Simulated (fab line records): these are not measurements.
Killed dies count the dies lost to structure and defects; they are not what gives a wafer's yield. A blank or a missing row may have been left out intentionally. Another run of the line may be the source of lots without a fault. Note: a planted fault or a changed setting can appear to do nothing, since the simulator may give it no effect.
Matching of chambers ; flow n5_finfet ; N5_BEOL_M11_ETCH_66 on rie_diel-03 has 4 sister chambers
The step etches SOC in N2/H2, target depth 120 nm, overetch 24 nm, time 180 s. 20 wafers are shown with their chamber, then 10 later ones without.

WAFERS PAIRED WITH THEIR CHAMBERS
wafer;chamber;showerhead_plenum_p_Torr (Torr);drypump_motor_current_A (A);throttle_valve_pct (%)
L076.2;2;2.54;5.1;17.84
L076.3;1;2.41;6.0;17.94
L076.6;1;2.41;6.0;17.92
L077.1;0;2.53;5.9;17.91
L077.2;1;2.41;6.0;17.94
L077.4;3;2.69;5.6;17.56
L078.1;1;2.41;6.0;17.94
L078.2;3;2.69;5.7;17.58
L078.6;1;2.41;6.0;17.94
L082.2;2;2.54;5.0;17.85
L082.3;0;2.53;5.9;17.92
L082.6;2;2.53;5.0;17.86
L086.1;1;2.40;6.0;17.96
L086.2;3;2.68;5.6;17.57
L086.5;2;2.53;5.0;17.85
L089.2;0;2.53;5.9;17.95
L089.4;3;2.68;5.6;17.60
L089.6;0;2.52;5.9;17.95
L091.4;1;2.40;6.0;17.96
L091.5;2;2.53;5.0;17.88

SIGNATURES (means of the wafers above)
reading;chamber 0;chamber 1;chamber 2;chamber 3;scatter within a chamber
showerhead_plenum_p_Torr;2.5275;2.4071;2.5340;2.6850;0.00523
drypump_motor_current_A;5.900;6.000;5.020;5.625;0.0311
throttle_valve_pct;17.9325;17.9429;17.8560;17.5775;0.0162
Rule: a wafer lies at a distance from a chamber equal to the root of the sum of squares, over the readings, of (its reading less the chamber's mean, divided by the reading's scatter). If the next closest chamber is less than 2 further off than the closest, the wafer can't be placed; otherwise it belongs to the closest. The scatter: the root of (the sum of the squares of (reading less its chamber's mean) over the shown wafers, divided by (wafers less chambers)).

WAFERS WHOSE CHAMBER IS MISSING
wafer;showerhead_plenum_p_Torr (Torr);drypump_motor_current_A (A);throttle_valve_pct (%)
L091.6;2.68;5.7;17.57
L088.1;2.53;5.0;17.88
L088.5;2.68;5.6;17.62
L088.6;2.53;5.0;17.88
L093.1;2.68;5.6;17.62
L093.3;2.53;5.0;17.91
L093.4;2.40;6.0;18.00
L095.2;2.40;6.0;18.01
L095.4;2.67;5.6;17.61
L095.5;2.52;5.9;17.97

CHAMBER TAKEN BY EACH
wafer;from the rows above;in truth
L091.6;3;3
L088.1;2;2
L088.5;3;3
L088.6;2;2
L093.1;3;3
L093.3;2;2
L093.4;1;1
L095.2;1;1
L095.4;3;3
L095.5;0;0
Placed correctly: 10 of 10. Number that these rows cannot place: 0. Number placed wrongly: 0.
